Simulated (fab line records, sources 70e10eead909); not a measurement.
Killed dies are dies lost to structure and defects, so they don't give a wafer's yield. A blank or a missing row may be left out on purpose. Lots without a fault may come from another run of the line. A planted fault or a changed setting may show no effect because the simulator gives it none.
fab line records | flow nand_harc
record lots=6 wafers=18 last_day=24
route steps=1159 shown A_WL_FILL@813 END@1159
lots that met no fault: from a run of the same line without faults
start_h: hours from the record's first day to the start of the lot's first wafer shown | wait_h: hours since the lot's step before | " the same as in the row above | L1.1+2: a row that stands for several wafers | - no value, or no start given | * or withheld: withheld | < > ~ a bound
route shown NAME@n: a module of which the file shows steps, and the number in the route of the first | usual: mean/standard deviation of fault-free wafers | same: alike in all rows | chamber/n: place in a boat | sites: the reading at each site | _std_site: their standard deviation | _edge_site: outer sites' mean less inner sites' | radius_mm: how far each site lies from the wafer's centre | mask NAME#n: copy n | behind: the tool/chamber that last shaped the wafer | hold: why the lot was held/for how many hours/how that ended | device: the transistor (n, p or np) that didn't switch | end of line: the same wafers' tests at the end of the route | a step without rows: its recipe alone | killed: dies lost to structure and defects at the first sort, not the wafer's yield | map: a wafer's dies, x killed, . not, _ none there
set.NAME: the setting as run; set.NAME@STEP: as run at that earlier step | model.NAME: the simulator's own value behind a step, which no gauge read
lots at some steps of the route; a table a step, a row a wafer
services: from which hour (start_h, from the record's first day; less than 0 if before it) a tool's chamber was out of use, for how many hours, and why
## steps
# step NHARC_A_WL_FILL_CVD_03
# recipe target_thk_a=400 temp_c=300 pressure_torr=40 wf6_flow_sccm=40 h2_flow_sccm=1600 ar_flow_sccm=1560 time_s=3302 material=W
# usual heater_power_outer_w=285/49 heater_power_w=501/77 throttle_valve_pct=7.95/0.17
# columns lot.wafer tool chamber start_h wait_h heater_power_outer_w heater_power_w throttle_valve_pct
L687.1 cvd_w-01 0 347.37 1.8 260 453 7.51
L687.5 " 0 349.27 3.7 263 462 8.27
L687.6 " 1 " " 355 581 7.89
L691.3 cvd_w-01 0 372.62 5.9 257 455 8.09
L691.5 " 1 " " 351 603 7.92
L691.6 " 0 " " 261 459 7.75
L695.1 cvd_w-01 1 396.90 3.8 358 603 7.94
L695.4 " 1 " " 348 598 8.04
L695.5 " 1 " " 363 601 7.87
L701.1 cvd_w-01 0 409.20 3.2 259 458 7.75
L701.4 " 0 " " 256 473 8.09
L701.5 " 1 411.56 5.6 350 608 8.05
L707.2 cvd_w-02 1 449.52 6.7 284 530 7.94
L707.1 " 0 " " 230 393 7.72
L707.3 " 0 " " 226 390 8.03
L709.1 cvd_w-01 1 475.95 5.6 359 614 8.24
L709.2 " 0 " " 254 460 7.65
L709.5 " 1 477.84 7.5 360 622 7.96
# step NHARC_A_WL_FILL_ETCHBACK_04
# recipe target_depth_a=600 time_s=120 chemistry=NF3
# usual drypump_motor_current_A=5.77/0.23 oes_product_au=1.001/0.0096 run_length_s=141.3/0.42
# columns lot.wafer tool chamber start_h wait_h drypump_motor_current_A oes_product_au rf_hours_counter_h run_length_s
L687.1 rie_metal-01 0 350.73 2.9 5.80 1.021 0.0 141.9
L687.6 " 1 " " 6.05 1.005 - 140.9
L687.5 " 0 " " 5.81 1.023 - 141.4
L691.3 rie_metal-03 1 374.58 1.5 5.33 1.013 - 141.7
L691.5 " 1 " " 5.32 1.005 - 141.4
L691.6 " 0 " " 5.84 0.987 - 142.3
L695.1 rie_metal-01 1 399.73 2.4 6.06 0.999 1.8 140.9
L695.4 " 1 " " 6.10 0.998 - 141.0
L695.5 " 1 " " 6.04 0.994 - 141.0
L701.1 rie_metal-03 0 412.52 2.8 5.81 0.994 3.8 141.8
L701.4 " 0 " " 5.82 0.999 - 142.6
L701.5 " 1 " " 5.32 1.004 - 141.5
L707.1 rie_metal-02 1 452.83 2.4 5.91 0.993 1.2 140.7
L707.2 " 0 " " 5.67 1.002 1.2 141.0
L707.3 " 0 " " 5.66 1.000 - 141.3
L709.1 rie_metal-01 1 479.30 2.9 6.03 0.995 5.1 141.5
L709.2 " 0 " " 5.79 1.013 2.0 141.9
L709.5 " 0 " " 5.76 1.010 - 141.5
# step NHARC_A_WL_FILL_ETCHBACK_05
# recipe target_depth_a=220 time_s=60 temp_c=40 chemistry=Cl2/BCl3
# usual drypump_motor_current_A=5.77/0.23 oes_product_au=1.001/0.011 run_length_s=81.3/0.39
# columns lot.wafer tool chamber start_h wait_h drypump_motor_current_A oes_product_au rf_hours_counter_h run_length_s
L687.1 rie_metal-01 1 350.95 0.2 6.05 1.000 0.1 80.8
L687.5 " 0 " " 5.79 1.016 - 81.2
L687.6 " 1 " " 6.02 1.000 - 81.1
L691.3 rie_metal-03 1 374.79 0.2 5.30 1.026 - 81.5
L691.6 " 0 " " 5.83 0.994 - 81.9
L691.5 " 1 " " 5.30 1.017 - 81.3
L695.1 rie_metal-01 0 399.98 0.2 5.80 1.015 1.9 81.6
L695.4 " 0 " " 5.82 1.017 - 81.2
L695.5 " 1 " " 5.99 0.994 - 81.1
L701.1 rie_metal-03 1 412.77 0.2 5.33 1.017 3.9 81.4
L701.4 " 1 " " 5.35 1.010 - 81.3
L701.5 " 1 " " 5.29 1.017 - 81.4
L707.1 rie_metal-02 1 453.07 0.2 5.90 0.978 1.4 80.7
L707.2 " 0 " " 5.67 1.009 1.4 80.9
L707.3 " 0 " " 5.67 0.991 - 81.8
L709.2 rie_metal-01 0 479.54 0.2 5.77 1.018 2.1 81.2
L709.1 " 1 " " 6.04 1.002 5.2 80.9
L709.5 " 0 " " 5.80 1.009 - 81.1
# step NHARC_A_WL_FILL_STRIP_27
# recipe power_w=1500 temp_c=250 time_s=20 chemistry=N2/H2
# usual drypump_motor_current_A=5.7/0.45 heater_power_w=323/18
# columns lot.wafer tool chamber start_h wait_h drypump_motor_current_A heater_power_w rf_hours_counter_h
L687.1 plasma_asher-01 1 351.08 0.1 5.2 329 21
L687.5 " 1 " " 5.2 319 -
L687.6 " 0 " " 5.9 298 -
L691.3 plasma_asher-01 1 374.96 0.2 5.2 321 -
L691.5 " 0 " " 5.9 298 -
L691.6 " 1 " " 5.2 325 -
L695.1 plasma_asher-01 0 400.13 0.1 5.9 301 43
L695.4 " 1 " " 5.2 329 -
L695.5 " 1 " " 5.2 330 -
L701.1 plasma_asher-02 1 413.47 0.7 6.3 339 14
L701.4 " 1 " " 6.3 354 -
L701.5 " 0 " " 5.4 311 -
L707.2 plasma_asher-02 0 453.41 0.3 5.4 312 30
L707.1 " 1 " " 6.3 345 30
L707.3 " 1 " " 6.4 347 -
L709.1 plasma_asher-02 0 479.68 0.1 5.4 317 45
L709.2 " 1 " " 6.3 343 45
L709.5 " 1 " " 6.3 350 -
# step NHARC_A_WL_FILL_STRIP_28
# recipe time_s=1200 temp_c=72.5 chemistry=post_etch_residue_remover
# step NHARC_A_WL_FILL_PRECLEAN_06
# recipe time_s=300 chemistry=DIW
# step NHARC_A_WL_FILL_SRD_07
# step NHARC_A_WL_FILL_ANNEAL_08
# recipe temp_c=450 time_s=1800
# step NHARC_A_WL_FILL_ALD_10
# recipe target_thk_a=500 pulse_time_s=10 ald_cycles=500 temp_c=300 material=SiO2
# step NHARC_A_WL_FILL_ETCHBACK_16
# recipe target_depth_a=880 time_s=17.6 c4f8_flow_sccm=withheld o2_flow_sccm=8 ar_flow_sccm=withheld rf_w=600 bias_w=800 chemistry=C4F8/O2/Ar
# step NHARC_A_WL_FILL_STRIP_29
# recipe time_s=20 o2_flow_sccm=500 ar_flow_sccm=0 bias_w=0 chemistry=O2
# usual drypump_motor_current_A=5.6/0.37 oes_product_au=1.000/0.0084 rf_vpp_V=57.8/0.99 showerhead_plenum_p_Torr=3.51/0.16 throttle_valve_pct=17.037/0.0089
# columns lot.wafer tool chamber start_h wait_h drypump_motor_current_A oes_product_au rf_hours_counter_h rf_vpp_V showerhead_plenum_p_Torr throttle_valve_pct
L687.1 rie_diel-11 1 361.08 0.1 5.5 1.007 6 57.9 3.55 17.035
L687.5 " 2 " " 5.6 0.992 - 59.3 3.35 17.037
L687.6 " 3 " " 6.1 1.005 - 59.7 3.76 17.045
L691.3 rie_diel-04 0 385.07 0.1 5.3 0.998 4 58.9 3.77 17.051
L691.6 " 3 " " 5.5 1.002 - 57.7 3.45 17.045
L691.5 " 0 " " 5.3 0.993 - 58.8 3.77 17.044
L695.4 rie_diel-11 3 410.35 0.1 6.1 0.989 1 58.2 3.76 17.037
L695.1 " 0 " " 5.6 0.985 1 57.2 3.30 17.025
L695.5 " 2 " " 5.6 1.005 - 57.9 3.35 17.031
L701.4 rie_diel-10 3 423.51 0.1 6.4 1.000 1 59.7 3.56 17.028
L701.1 " 2 " " 5.8 0.992 1 58.8 3.73 17.035
L701.5 " 3 " " 6.5 0.997 - 58.6 3.56 17.045
L707.1 rie_diel-04 3 464.60 0.1 5.5 0.996 9 58.7 3.45 17.041
L707.2 " 1 " " 6.0 0.994 9 56.6 3.41 17.021
L707.3 " 2 " " 5.8 0.990 9 58.6 3.41 17.038
L709.1 rie_diel-04 2 492.22 0.1 5.8 0.994 0 57.6 3.41 17.043
L709.2 " 3 " " 5.5 1.006 0 58.1 3.45 17.032
L709.5 " 3 " " 5.5 1.007 - 57.7 3.45 17.030
# step NHARC_A_WL_FILL_ETCHBACK_17
# recipe target_depth_a=40 time_s=26.7 chemistry=Cl2/BCl3
# usual drypump_motor_current_A=5.77/0.22 oes_product_au=0.999/0.01 run_length_s=48.0/0.42
# columns lot.wafer tool chamber start_h wait_h drypump_motor_current_A oes_product_au rf_hours_counter_h run_length_s
L687.1 rie_metal-02 1 361.18 - 5.91 1.000 4.1 47.6
L687.5 " 0 " " 5.67 0.996 - 47.9
L687.6 " 1 " " 5.89 1.004 - 47.4
L691.3 rie_metal-02 0 385.22 - 5.67 0.988 - 48.0
L691.5 " 1 " " 5.88 0.994 - 37.3
L691.6 " 0 " " 5.66 0.991 - 48.2
L695.1 rie_metal-02 1 410.43 - 5.89 0.995 0.4 48.0
L695.4 " 1 " " 5.89 0.988 - 37.2
L695.5 " 1 " " 5.89 0.989 - 36.9
L701.1 rie_metal-03 0 423.62 - 5.80 0.995 4.1 48.5
L701.4 " 1 " " 5.32 1.017 - 48.0
L701.5 " 1 " " 5.32 1.004 - 48.3
L707.2 rie_metal-03 0 464.69 - 5.83 1.004 0 48.8
L707.1 " 1 " " 5.32 0.998 0 48.3
L707.3 " 0 " " 5.83 1.005 - 48.7
L709.2 rie_metal-03 1 492.31 - 5.34 0.990 0.8 48.4
L709.1 " 0 " " 5.83 0.992 0.8 48.6
L709.5 " 1 " " 5.32 0.980 - 47.9
# step NHARC_A_WL_FILL_PRECLEAN_18
# recipe time_s=30 chemistry=dHF
# step NHARC_END_SORT_01
# recipe temp_c=25
# usual killed_at_array=29/10 killed_at_other=0.7/1.1 killed_at_periphery=3.2/2.2 killed_dies=33/11 killed_open=3.5/1.8 killed_short=2.0/1.4
# same gross_dies=677
# columns lot.wafer tool chamber start_h wait_h killed_at_array killed_at_other killed_at_periphery killed_dies killed_open killed_short
L687.1 prober-02 0 466.93 2.5 14 0 5 19 0 2
L687.5 prober-02 0 470.13 3.7 20 0 2 22 5 0
L687.6 prober-02 0 470.93 4.0 14 0 6 20 2 2
L695.1 prober-02 0 498.24 2.5 29 1 4 34 2 1
L695.4 prober-02 0 500.64 3.4 41 1 1 43 6 2
L695.5 prober-02 0 501.44 3.7 28 0 7 35 0 4
L707.1 prober-01 0 566.58 2.5 41 2 2 45 4 3
L707.2 prober-01 0 567.37 2.8 33 0 3 36 4 0
L707.3 prober-01 0 568.16 3.1 33 0 2 35 2 2
L709.1 prober-01 0 576.27 2.5 25 0 4 29 5 6
L709.2 prober-01 0 577.09 2.9 21 0 6 27 6 1
L709.5 prober-01 0 579.55 3.8 25 0 3 28 6 2
# killed by level:class
L687.1 P_GATE:chamber_film_flake=5 A_WL_FILL:chamber_film_flake=4 A_STAIRCASE:chamber_film_flake=4 A_M0:chamber_film_flake=2 A_SOURCE_PLATE:geometric_particle:short=1 A_WL_FILL:geometric_particle:short=1 A_CHANNEL_HOLE_D1:chamber_film_flake=1 A_SLIT:chamber_film_flake=1
L687.5 A_M0:chamber_film_flake=5 A_STAIRCASE:chamber_film_flake=4 A_CONTACT:geometric_particle:open=3 A_CONTACT:chamber_film_flake=3 P_GATE:chamber_film_flake=2 A_WL_FILL:chamber_film_flake=2 A_WL_FILL:geometric_particle:open=1 A_BLC:geometric_particle:open=1
L687.6 P_GATE:chamber_film_flake=3 A_STAIRCASE:chamber_film_flake=2 A_WL_FILL:chamber_film_flake=2 A_CONTACT:chamber_film_flake=2 A_M0:chamber_film_flake=2 P_M1:geometric_particle:open=1 A_ONON_D1:geometric_particle:short=1 A_WL_FILL:geometric_particle:short=1
L695.1 A_SLIT:chamber_film_flake=9 A_STAIRCASE:chamber_film_flake=7 A_CHANNEL_HOLE_D1:chamber_film_flake=4 P_STI:chamber_film_flake=3 A_CONTACT:chamber_film_flake=3 A_WL_FILL:chamber_film_flake=2 A_BONDPAD:chamber_film_flake=2 P_CONTACT:geometric_particle:open=1
L695.4 A_SLIT:chamber_film_flake=23 A_CHANNEL_HOLE_D1:chamber_film_flake=4 A_BONDPAD:chamber_film_flake=4 A_CONTACT:geometric_particle:open=3 A_WL_FILL:chamber_film_flake=2 P_GATE:geometric_particle:open=1 A_ONON_D1:geometric_particle:open=1 A_ONON_D1:geometric_particle:short=1
L695.5 A_SLIT:chamber_film_flake=10 A_STAIRCASE:chamber_film_flake=6 A_BONDPAD:chamber_film_flake=4 P_M0:chamber_film_flake=4 A_CHANNEL_HOLE_D1:chamber_film_flake=4 P_STI:chamber_film_flake=2 P_STI:geometric_particle:short=1 A_WL_FILL:geometric_particle:short=1
L707.1 A_CHANNEL_HOLE_D1:chamber_film_flake=30 A_CONTACT:chamber_film_flake=4 P_M0:geometric_particle:open=2 STARTING-WAFER:geometric_particle:short=2 A_SLIT:chamber_film_flake=2 A_SOURCE_PLATE:geometric_particle:open=1 A_WL_FILL:geometric_particle:short=1 A_M0:geometric_particle:open=1
L707.2 A_CHANNEL_HOLE_D1:chamber_film_flake=20 A_CONTACT:chamber_film_flake=6 A_STAIRCASE:chamber_film_flake=2 P_M0:geometric_particle:open=1 A_SOURCE_PLATE:geometric_particle:open=1 A_CHANNEL_HOLE_D1:geometric_particle:open=1 A_CHANNEL_FILL_D1:geometric_particle:open=1 P_STI:chamber_film_flake=1
L707.3 A_CHANNEL_HOLE_D1:chamber_film_flake=23 A_WL_FILL:chamber_film_flake=2 A_CONTACT:chamber_film_flake=2 A_BLC:chamber_film_flake=2 P_GATE:geometric_particle:short=1 P_M0:geometric_particle:open=1 A_SGD_CUT:geometric_particle:short=1 A_M0:geometric_particle:open=1
L709.1 A_CHANNEL_HOLE_D1:chamber_film_flake=9 A_ONON_D1:geometric_particle:short=3 A_CONTACT:geometric_particle:open=3 P_GATE:chamber_film_flake=2 A_ZERO_WELL:chamber_film_flake=2 A_M1:chamber_film_flake=2 P_M1:geometric_particle:open=1 A_ONON_D1:geometric_particle:open=1
L709.2 A_CHANNEL_HOLE_D1:chamber_film_flake=8 A_M1:chamber_film_flake=4 A_CONTACT:geometric_particle:open=2 P_ZERO_WELL:chamber_film_flake=2 P_M1:chamber_film_flake=2 A_WL_FILL:chamber_film_flake=2 P_GATE:geometric_particle:open=1 A_ONON_D1:geometric_particle:short=1
L709.5 A_CHANNEL_HOLE_D1:chamber_film_flake=7 A_WL_FILL:chamber_film_flake=4 A_STAIRCASE:chamber_film_flake=3 A_M0:geometric_particle:open=2 A_SGD_CUT:chamber_film_flake=2 A_M1:chamber_film_flake=2 P_CONTACT:geometric_particle:short=1 P_CONTACT:geometric_particle:open=1
## services
# columns tool chamber start_h hours kind
rie_metal-01 - 332.00 9.0 pm
rie_metal-01 0 332.00 9.0 vent_cycle
rie_metal-01 1 332.00 9.0 vent_cycle
rie_metal-02 - 345.89 0.8 repair
rie_diel-10 - 350.79 3.0 repair
plasma_asher-02 - 360.00 9.0 pm
cvd_w-01 - 363.77 0.2 repair
rie_diel-11 - 366.63 9.0 pm
rie_diel-10 - 375.63 0.8 repair
cvd_w-02 - 379.08 13.0 pm
rie_metal-02 - 388.00 9.0 pm
rie_metal-01 0 403.33 64.6 repair
plasma_asher-01 - 411.55 8.2 repair
rie_metal-02 - 429.58 0.5 repair
rie_metal-01 - 438.66 15.0 repair
plasma_asher-01 - 453.00 9.0 pm
rie_metal-03 - 453.00 9.0 pm
rie_metal-03 0 453.00 9.0 vent_cycle
rie_metal-03 1 453.00 9.0 vent_cycle
rie_diel-11 1 457.94 9.7 repair
rie_metal-03 0 462.00 - clean
rie_metal-03 1 462.00 - clean
rie_diel-04 - 465.90 9.0 pm
cvd_w-01 - 480.08 13.0 pm
## key
first_sign step=NHARC_A_WL_FILL_ETCHBACK_17 reading=run_length_s direction=down sigmas=26 usual=* struck=*
effect none on later readings
met_at NHARC_A_WL_FILL_ETCHBACK_17
struck_wafers L691.5,L695.4,L695.5
tester_left_out L691,L695
onset_between 361.18 385.22
fault kind=process_parameter_drift tool=rie_metal-02 chamber=- onset_h=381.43 steps=NHARC_A_WL_FILL_ETCHBACK_17 channel=time_s offset=* shape=step end_h=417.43 scope=struck_wafers_only acts_in=* stated=*
# tester_left_out: of these lots the tester's yield and bins aren't shown, on N5 and GAA mostly nor the transistor test; their killed dies are dies lost to structure and defects alone, not to doping, threshold or leakage, so they don't give the yield
